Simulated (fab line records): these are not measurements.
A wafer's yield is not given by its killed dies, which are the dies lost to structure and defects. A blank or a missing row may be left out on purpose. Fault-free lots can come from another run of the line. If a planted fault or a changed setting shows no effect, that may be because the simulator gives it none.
Which of the tools did it? :: flow nand_harc :: 13 lots, 39 wafers sampled, at 4 steps of a route of 1302

## WHAT THE GAUGES READ, wafer by wafer
No reading from a measuring or inspecting step in the record can be judged against a usual standard deviation.

## WHAT TOOL EACH LOT RAN ON (gives the tool, then ch and the chambers of the sampled wafers, and finally the start)
lot: L349
NHARC_P_BONDPAD_CMP_32: cmp-04 ch 2,3, day 6 12:14
NHARC_P_BONDPAD_ETCH_37: rie_diel-04 ch 0,2,3, day 6 13:20
NHARC_P_BONDPAD_STRIP_15: rie_diel-03 ch 0,1, day 6 13:40
NHARC_P_BONDPAD_ETCH_24: rie_diel-03 ch 0,1, day 6 13:49

lot: L355
NHARC_P_BONDPAD_CMP_32: cmp-01 ch 0,1, day 9 04:13
NHARC_P_BONDPAD_ETCH_37: rie_diel-04 ch 0,2,3, day 9 05:13
NHARC_P_BONDPAD_STRIP_15: rie_diel-03 ch 1,2,3, day 9 05:33
NHARC_P_BONDPAD_ETCH_24: rie_diel-03 ch 0,1, day 9 05:40

lot: L359
NHARC_P_BONDPAD_CMP_32: cmp-04 ch 0,1, day 10 15:43
NHARC_P_BONDPAD_ETCH_37: rie_diel-04 ch 0,2,3, day 10 16:41
NHARC_P_BONDPAD_STRIP_15: rie_diel-08 ch 0,1, day 10 16:59
NHARC_P_BONDPAD_ETCH_24: rie_diel-08 ch 2,3, day 10 17:08

lot: L361
NHARC_P_BONDPAD_CMP_32: cmp-01 ch 0,3, day 11 12:53
NHARC_P_BONDPAD_ETCH_37: rie_diel-08 ch 0,3, day 11 14:01
NHARC_P_BONDPAD_STRIP_15: rie_diel-08 ch 0,2,3, day 11 14:22
NHARC_P_BONDPAD_ETCH_24: rie_diel-08 ch 0,2,3, day 11 14:31

lot: L363
NHARC_P_BONDPAD_CMP_32: cmp-03 ch 0,1,3, day 12 10:33
NHARC_P_BONDPAD_ETCH_37: rie_diel-03 ch 0,2,3, day 12 11:40
NHARC_P_BONDPAD_STRIP_15: rie_diel-08 ch 1,2,3, day 12 11:59
NHARC_P_BONDPAD_ETCH_24: rie_diel-08 ch 0,1,3, day 12 12:07

lot: L364
NHARC_P_BONDPAD_CMP_32: cmp-01 ch 0,2, day 12 17:59
NHARC_P_BONDPAD_ETCH_37: rie_diel-03 ch 0,2, day 12 18:56
NHARC_P_BONDPAD_STRIP_15: rie_diel-08 ch 1,3, day 12 19:14
NHARC_P_BONDPAD_ETCH_24: rie_diel-08 ch 0,2,3, day 12 19:24

lot: L366
NHARC_P_BONDPAD_CMP_32: cmp-03 ch 0,1,3, day 13 16:27
NHARC_P_BONDPAD_ETCH_37: rie_diel-08 ch 1,2,3, day 13 17:25
NHARC_P_BONDPAD_STRIP_15: rie_diel-03 ch 2,3, day 13 17:42
NHARC_P_BONDPAD_ETCH_24: rie_diel-03 ch 1,2,3, day 13 17:52

lot: L367
NHARC_P_BONDPAD_CMP_32: cmp-03 ch 0,3, day 13 23:53
NHARC_P_BONDPAD_ETCH_37: rie_diel-08 ch 1,2, day 14 00:59
NHARC_P_BONDPAD_STRIP_15: rie_diel-03 ch 0,1,3, day 14 01:20
NHARC_P_BONDPAD_ETCH_24: rie_diel-03 ch 0,1,3, day 14 01:28

lot: L368
NHARC_P_BONDPAD_CMP_32: cmp-04 ch 1,2,3, day 14 08:58
NHARC_P_BONDPAD_ETCH_37: rie_diel-03 ch 0,3, day 14 10:02
NHARC_P_BONDPAD_STRIP_15: rie_diel-03 ch 2,3, day 14 10:20
NHARC_P_BONDPAD_ETCH_24: rie_diel-03 ch 1,3, day 14 10:29

lot: L369
NHARC_P_BONDPAD_CMP_32: cmp-04 ch 0,1,3, day 14 21:13
NHARC_P_BONDPAD_ETCH_37: rie_diel-03 ch 0,2,3, day 14 22:20
NHARC_P_BONDPAD_STRIP_15: rie_diel-04 ch 0,3, day 14 22:40
NHARC_P_BONDPAD_ETCH_24: rie_diel-04 ch 0,2,3, day 14 22:49

lot: L370
NHARC_P_BONDPAD_CMP_32: cmp-04 ch 0,1,2, day 15 12:02
NHARC_P_BONDPAD_ETCH_37: rie_diel-03 ch 0,1, day 15 13:07
NHARC_P_BONDPAD_STRIP_15: rie_diel-04 ch 0,1,3, day 15 13:26
NHARC_P_BONDPAD_ETCH_24: rie_diel-04 ch 0,1, day 15 13:37

lot: L371
NHARC_P_BONDPAD_CMP_32: cmp-03 ch 1,2, day 15 18:25
NHARC_P_BONDPAD_ETCH_37: rie_diel-03 ch 0,3, day 15 19:24
NHARC_P_BONDPAD_STRIP_15: rie_diel-08 ch 0,1,3, day 15 19:43
NHARC_P_BONDPAD_ETCH_24: rie_diel-08 ch 0,2,3, day 15 19:52

lot: L372
NHARC_P_BONDPAD_CMP_32: cmp-04 ch 0,2, day 16 05:37
NHARC_P_BONDPAD_ETCH_37: rie_diel-03 ch 0,1,2, day 16 06:44
NHARC_P_BONDPAD_STRIP_15: rie_diel-08 ch 0,3, day 16 07:02
NHARC_P_BONDPAD_ETCH_24: rie_diel-08 ch 0,2,3, day 16 07:11
- NHARC_P_BONDPAD_CMP_32: polishes SiCN, target thk 200 nm.
- NHARC_P_BONDPAD_ETCH_37: etches the open film in N2/H2, target depth 60 nm, overetch 18 nm, time 65.91 s.
- NHARC_P_BONDPAD_STRIP_15: strips in O2.
- NHARC_P_BONDPAD_ETCH_24: etches the open film in CF4/N2, target depth 30 nm, time 72.99 s.

## AS READ BY THE TOOLS THEMSELVES (means over the sampled wafers that have a number; for cases with no such wafer, the mark the record gives instead)
NHARC_P_BONDPAD_CMP_32. Usual: motor_current_A 12.3 A, standard deviation 1.2.
lot: L349
tool: cmp-04
motor_current_A (A): 12.2
flag: 

lot: L355
tool: cmp-01
motor_current_A (A): 12.3
flag: 

lot: L359
tool: cmp-04
motor_current_A (A): 11.5
flag: 

lot: L361
tool: cmp-01
motor_current_A (A): 12.9
flag: 

lot: L363
tool: cmp-03
motor_current_A (A): 12.7
flag: 

lot: L364
tool: cmp-01
motor_current_A (A): 13.8
flag: 

lot: L366
tool: cmp-03
motor_current_A (A): 12.9
flag: 

lot: L367
tool: cmp-03
motor_current_A (A): 11.7
flag: 

lot: L368
tool: cmp-04
motor_current_A (A): 11.7
flag: 

lot: L369
tool: cmp-04
motor_current_A (A): 12.2
flag: 

lot: L370
tool: cmp-04
motor_current_A (A): 11.5
flag: 

lot: L371
tool: cmp-03
motor_current_A (A): 13.0
flag: 

lot: L372
tool: cmp-04
motor_current_A (A): 10.8
flag: 

NHARC_P_BONDPAD_ETCH_37. Usual: for drypump_motor_current_A, 5.5 A with a standard deviation of 0.4; for h2_flow_sccm, 150.0 sccm with a standard deviation of 0.47; for mfc_ar_sccm, 0.006 sccm with a standard deviation of 0.011; for oes_product_au, 0.998 a.u. with a standard deviation of 0.011; for rf_vpp_V, 430.9 V with a standard deviation of 2.7; for showerhead_plenum_p_Torr, 2.05 Torr with a standard deviation of 0.091; for throttle_valve_pct, 14.170 % with a standard deviation of 0.0083.
lot: L349
tool: rie_diel-04
drypump_motor_current_A (A): 5.5
h2_flow_sccm (sccm): 150.1
mfc_ar_sccm (sccm): 0.013
oes_product_au (a.u.): 1.001
rf_vpp_V (V): 431.1
showerhead_plenum_p_Torr (Torr): 2.02
throttle_valve_pct (%): 14.166
flag: 

lot: L355
tool: rie_diel-04
drypump_motor_current_A (A): 5.5
h2_flow_sccm (sccm): 149.7
mfc_ar_sccm (sccm): 0.013
oes_product_au (a.u.): 0.993
rf_vpp_V (V): 431.0
showerhead_plenum_p_Torr (Torr): 2.02
throttle_valve_pct (%): 14.166
flag: 

lot: L359
tool: rie_diel-04
drypump_motor_current_A (A): 5.5
h2_flow_sccm (sccm): 150.3
mfc_ar_sccm (sccm): 0.013
oes_product_au (a.u.): 0.997
rf_vpp_V (V): 429.6
showerhead_plenum_p_Torr (Torr): 2.02
throttle_valve_pct (%): 14.170
flag: 

lot: L361
tool: rie_diel-08
drypump_motor_current_A (A): 5.7
h2_flow_sccm (sccm): 150.3
mfc_ar_sccm (sccm): 0.001
oes_product_au (a.u.): 0.997
rf_vpp_V (V): 428.5
showerhead_plenum_p_Torr (Torr): 2.00
throttle_valve_pct (%): 14.167
flag: 

lot: L363
tool: rie_diel-03
drypump_motor_current_A (A): 5.7
h2_flow_sccm (sccm): 149.3
mfc_ar_sccm (sccm): 0.000
oes_product_au (a.u.): 0.994
rf_vpp_V (V): 429.9
showerhead_plenum_p_Torr (Torr): 2.02
throttle_valve_pct (%): 14.173
flag: 

lot: L364
tool: rie_diel-03
drypump_motor_current_A (A): 5.8
h2_flow_sccm (sccm): 149.8
mfc_ar_sccm (sccm): 0.000
oes_product_au (a.u.): 0.994
rf_vpp_V (V): 431.0
showerhead_plenum_p_Torr (Torr): 2.05
throttle_valve_pct (%): 14.169
flag: 

lot: L366
tool: rie_diel-08
drypump_motor_current_A (A): 5.5
h2_flow_sccm (sccm): 150.0
mfc_ar_sccm (sccm): 0.021
oes_product_au (a.u.): 1.003
rf_vpp_V (V): 430.3
showerhead_plenum_p_Torr (Torr): 2.07
throttle_valve_pct (%): 14.165
flag: 

lot: L367
tool: rie_diel-08
drypump_motor_current_A (A): 5.4
h2_flow_sccm (sccm): 150.1
mfc_ar_sccm (sccm): 0.026
oes_product_au (a.u.): 1.007
rf_vpp_V (V): 433.8
showerhead_plenum_p_Torr (Torr): 2.15
throttle_valve_pct (%): 14.175
flag: 

lot: L368
tool: rie_diel-03
drypump_motor_current_A (A): 6.0
h2_flow_sccm (sccm): 150.3
mfc_ar_sccm (sccm): 0.000
oes_product_au (a.u.): 0.991
rf_vpp_V (V): 430.8
showerhead_plenum_p_Torr (Torr): 2.03
throttle_valve_pct (%): 14.172
flag: 

lot: L369
tool: rie_diel-03
drypump_motor_current_A (A): 5.7
h2_flow_sccm (sccm): 149.8
mfc_ar_sccm (sccm): 0.000
oes_product_au (a.u.): 0.983
rf_vpp_V (V): 430.5
showerhead_plenum_p_Torr (Torr): 2.02
throttle_valve_pct (%): 14.170
flag: 

lot: L370
tool: rie_diel-03
drypump_motor_current_A (A): 5.4
h2_flow_sccm (sccm): 150.5
mfc_ar_sccm (sccm): 0.003
oes_product_au (a.u.): 1.000
rf_vpp_V (V): 433.3
showerhead_plenum_p_Torr (Torr): 2.14
throttle_valve_pct (%): 14.172
flag: 

lot: L371
tool: rie_diel-03
drypump_motor_current_A (A): 6.0
h2_flow_sccm (sccm): 150.0
mfc_ar_sccm (sccm): 0.000
oes_product_au (a.u.): 1.003
rf_vpp_V (V): 431.5
showerhead_plenum_p_Torr (Torr): 2.06
throttle_valve_pct (%): 14.175
flag: 

lot: L372
tool: rie_diel-03
drypump_motor_current_A (A): 5.4
h2_flow_sccm (sccm): 150.3
mfc_ar_sccm (sccm): 0.002
oes_product_au (a.u.): 0.992
rf_vpp_V (V): 431.6
showerhead_plenum_p_Torr (Torr): 2.08
throttle_valve_pct (%): 14.170
flag: 

NHARC_P_BONDPAD_STRIP_15. Usual: drypump_motor_current_A 5.6 A, standard deviation 0.34; mfc_ar_sccm 0.009 sccm, standard deviation 0.014; oes_product_au 0.997 a.u., standard deviation 0.012; rf_vpp_V 57.7 V, standard deviation 1.1; showerhead_plenum_p_Torr 3.55 Torr, standard deviation 0.14; throttle_valve_pct 17.037 %, standard deviation 0.0093.
lot: L349
tool: rie_diel-03
drypump_motor_current_A (A): 5.8
mfc_ar_sccm (sccm): 0.002
oes_product_au (a.u.): 1.005
rf_vpp_V (V): 57.9
showerhead_plenum_p_Torr (Torr): 3.66
throttle_valve_pct (%): 17.030
flag: 

lot: L355
tool: rie_diel-03
drypump_motor_current_A (A): 5.4
mfc_ar_sccm (sccm): 0.002
oes_product_au (a.u.): 0.993
rf_vpp_V (V): 58.9
showerhead_plenum_p_Torr (Torr): 3.55
throttle_valve_pct (%): 17.037
flag: 

lot: L359
tool: rie_diel-08
drypump_motor_current_A (A): 5.7
mfc_ar_sccm (sccm): 0.013
oes_product_au (a.u.): 0.999
rf_vpp_V (V): 58.5
showerhead_plenum_p_Torr (Torr): 3.57
throttle_valve_pct (%): 17.041
flag: 

lot: L361
tool: rie_diel-08
drypump_motor_current_A (A): 5.5
mfc_ar_sccm (sccm): 0.008
oes_product_au (a.u.): 1.003
rf_vpp_V (V): 57.6
showerhead_plenum_p_Torr (Torr): 3.55
throttle_valve_pct (%): 17.039
flag: 

lot: L363
tool: rie_diel-08
drypump_motor_current_A (A): 5.5
mfc_ar_sccm (sccm): 0.021
oes_product_au (a.u.): 0.997
rf_vpp_V (V): 58.2
showerhead_plenum_p_Torr (Torr): 3.57
throttle_valve_pct (%): 17.040
flag: 

lot: L364
tool: rie_diel-08
drypump_motor_current_A (A): 5.6
mfc_ar_sccm (sccm): 0.027
oes_product_au (a.u.): 0.993
rf_vpp_V (V): 58.1
showerhead_plenum_p_Torr (Torr): 3.54
throttle_valve_pct (%): 17.045
flag: 

lot: L366
tool: rie_diel-03
drypump_motor_current_A (A): 5.6
mfc_ar_sccm (sccm): 0.000
oes_product_au (a.u.): 0.977
rf_vpp_V (V): 56.9
showerhead_plenum_p_Torr (Torr): 3.46
throttle_valve_pct (%): 17.030
flag: 

lot: L367
tool: rie_diel-03
drypump_motor_current_A (A): 5.7
mfc_ar_sccm (sccm): 0.002
oes_product_au (a.u.): 0.998
rf_vpp_V (V): 57.6
showerhead_plenum_p_Torr (Torr): 3.60
throttle_valve_pct (%): 17.032
flag: 

lot: L368
tool: rie_diel-03
drypump_motor_current_A (A): 5.6
mfc_ar_sccm (sccm): 0.000
oes_product_au (a.u.): 0.972
rf_vpp_V (V): 57.2
showerhead_plenum_p_Torr (Torr): 3.46
throttle_valve_pct (%): 17.034
flag: 

lot: L369
tool: rie_diel-04
drypump_motor_current_A (A): 5.3
mfc_ar_sccm (sccm): 0.024
oes_product_au (a.u.): 0.998
rf_vpp_V (V): 57.2
showerhead_plenum_p_Torr (Torr): 3.34
throttle_valve_pct (%): 17.040
flag: 

lot: L370
tool: rie_diel-04
drypump_motor_current_A (A): 5.2
mfc_ar_sccm (sccm): 0.014
oes_product_au (a.u.): 1.007
rf_vpp_V (V): 56.9
showerhead_plenum_p_Torr (Torr): 3.42
throttle_valve_pct (%): 17.032
flag: 

lot: L371
tool: rie_diel-08
drypump_motor_current_A (A): 5.7
mfc_ar_sccm (sccm): 0.014
oes_product_au (a.u.): 0.996
rf_vpp_V (V): 57.2
showerhead_plenum_p_Torr (Torr): 3.50
throttle_valve_pct (%): 17.034
flag: 

lot: L372
tool: rie_diel-08
drypump_motor_current_A (A): 5.6
mfc_ar_sccm (sccm): 0.003
oes_product_au (a.u.): 1.001
rf_vpp_V (V): 57.6
showerhead_plenum_p_Torr (Torr): 3.41
throttle_valve_pct (%): 17.037
flag: 

NHARC_P_BONDPAD_ETCH_24. Usual: drypump_motor_current_A 5.5 A, standard deviation 0.35; mfc_ar_sccm 150.0 sccm, standard deviation 0.49; oes_product_au 0.999 a.u., standard deviation 0.012; rf_vpp_V 314.6 V, standard deviation 1.9; showerhead_plenum_p_Torr 2.65 Torr, standard deviation 0.11; throttle_valve_pct 19.793 %, standard deviation 0.0092.
lot: L349
tool: rie_diel-03
drypump_motor_current_A (A): 5.8
mfc_ar_sccm (sccm): 149.5
oes_product_au (a.u.): 1.013
rf_vpp_V (V): 316.0
showerhead_plenum_p_Torr (Torr): 2.72
throttle_valve_pct (%): 19.796
flag: 

lot: L355
tool: rie_diel-03
drypump_motor_current_A (A): 5.5
mfc_ar_sccm (sccm): 150.5
oes_product_au (a.u.): 0.949
rf_vpp_V (V): 316.1
showerhead_plenum_p_Torr (Torr): 2.75
throttle_valve_pct (%): 19.782
flag: OFF

lot: L359
tool: rie_diel-08
drypump_motor_current_A (A): 5.3
mfc_ar_sccm (sccm): 150.4
oes_product_au (a.u.): 1.011
rf_vpp_V (V): 315.2
showerhead_plenum_p_Torr (Torr): 2.69
throttle_valve_pct (%): 19.791
flag: 

lot: L361
tool: rie_diel-08
drypump_motor_current_A (A): 5.5
mfc_ar_sccm (sccm): 150.0
oes_product_au (a.u.): 1.005
rf_vpp_V (V): 314.2
showerhead_plenum_p_Torr (Torr): 2.64
throttle_valve_pct (%): 19.786
flag: 

lot: L363
tool: rie_diel-08
drypump_motor_current_A (A): 5.6
mfc_ar_sccm (sccm): 150.1
oes_product_au (a.u.): 0.993
rf_vpp_V (V): 313.8
showerhead_plenum_p_Torr (Torr): 2.61
throttle_valve_pct (%): 19.789
flag: 

lot: L364
tool: rie_diel-08
drypump_motor_current_A (A): 5.5
mfc_ar_sccm (sccm): 150.1
oes_product_au (a.u.): 0.998
rf_vpp_V (V): 314.4
showerhead_plenum_p_Torr (Torr): 2.64
throttle_valve_pct (%): 19.792
flag: 

lot: L366
tool: rie_diel-03
drypump_motor_current_A (A): 5.4
mfc_ar_sccm (sccm): 150.1
oes_product_au (a.u.): 0.996
rf_vpp_V (V): 313.5
showerhead_plenum_p_Torr (Torr): 2.64
throttle_valve_pct (%): 19.793
flag: 

lot: L367
tool: rie_diel-03
drypump_motor_current_A (A): 5.7
mfc_ar_sccm (sccm): 150.0
oes_product_au (a.u.): 0.991
rf_vpp_V (V): 315.6
showerhead_plenum_p_Torr (Torr): 2.68
throttle_valve_pct (%): 19.795
flag: 

lot: L368
tool: rie_diel-03
drypump_motor_current_A (A): 5.4
mfc_ar_sccm (sccm): 150.1
oes_product_au (a.u.): 0.996
rf_vpp_V (V): 315.8
showerhead_plenum_p_Torr (Torr): 2.71
throttle_valve_pct (%): 19.786
flag: 

lot: L369
tool: rie_diel-04
drypump_motor_current_A (A): 5.5
mfc_ar_sccm (sccm): 150.3
oes_product_au (a.u.): 0.997
rf_vpp_V (V): 314.3
showerhead_plenum_p_Torr (Torr): 2.60
throttle_valve_pct (%): 19.785
flag: 

lot: L370
tool: rie_diel-04
drypump_motor_current_A (A): 5.1
mfc_ar_sccm (sccm): 149.9
oes_product_au (a.u.): 1.010
rf_vpp_V (V): 314.0
showerhead_plenum_p_Torr (Torr): 2.61
throttle_valve_pct (%): 19.798
flag: 

lot: L371
tool: rie_diel-08
drypump_motor_current_A (A): 5.5
mfc_ar_sccm (sccm): 149.6
oes_product_au (a.u.): 1.006
rf_vpp_V (V): 315.0
showerhead_plenum_p_Torr (Torr): 2.64
throttle_valve_pct (%): 19.791
flag: 

lot: L372
tool: rie_diel-08
drypump_motor_current_A (A): 5.5
mfc_ar_sccm (sccm): 149.8
oes_product_au (a.u.): 0.996
rf_vpp_V (V): 314.2
showerhead_plenum_p_Torr (Torr): 2.64
throttle_valve_pct (%): 19.789
flag: 

## THE ANSWER, worked out from the rows above alone
Rule: a lot counts as off when the mean over its wafers that have a number is more than 3 standard deviations away from the usual mean. A lot without any number at a reading at which 4 lots or more have one is off too. The other lots that the step has rows for count as sound. First the gauges in route order, then the tools' own readings, where a lot's mean is used as printed above. The first step at which some lot is off is used, and at that step the reading that is off furthest; a lot without a number counts as furthest.
Off: L355 (NHARC_P_BONDPAD_ETCH_24, oes_product_au).
If a tool, at that step or one of the process steps before it, ran each lot that is off and ran no sound lot following the first of them, it fits. Not one of the candidates tried fits.

## WHAT HAD BEEN PUT IN BY THE SIMULATOR
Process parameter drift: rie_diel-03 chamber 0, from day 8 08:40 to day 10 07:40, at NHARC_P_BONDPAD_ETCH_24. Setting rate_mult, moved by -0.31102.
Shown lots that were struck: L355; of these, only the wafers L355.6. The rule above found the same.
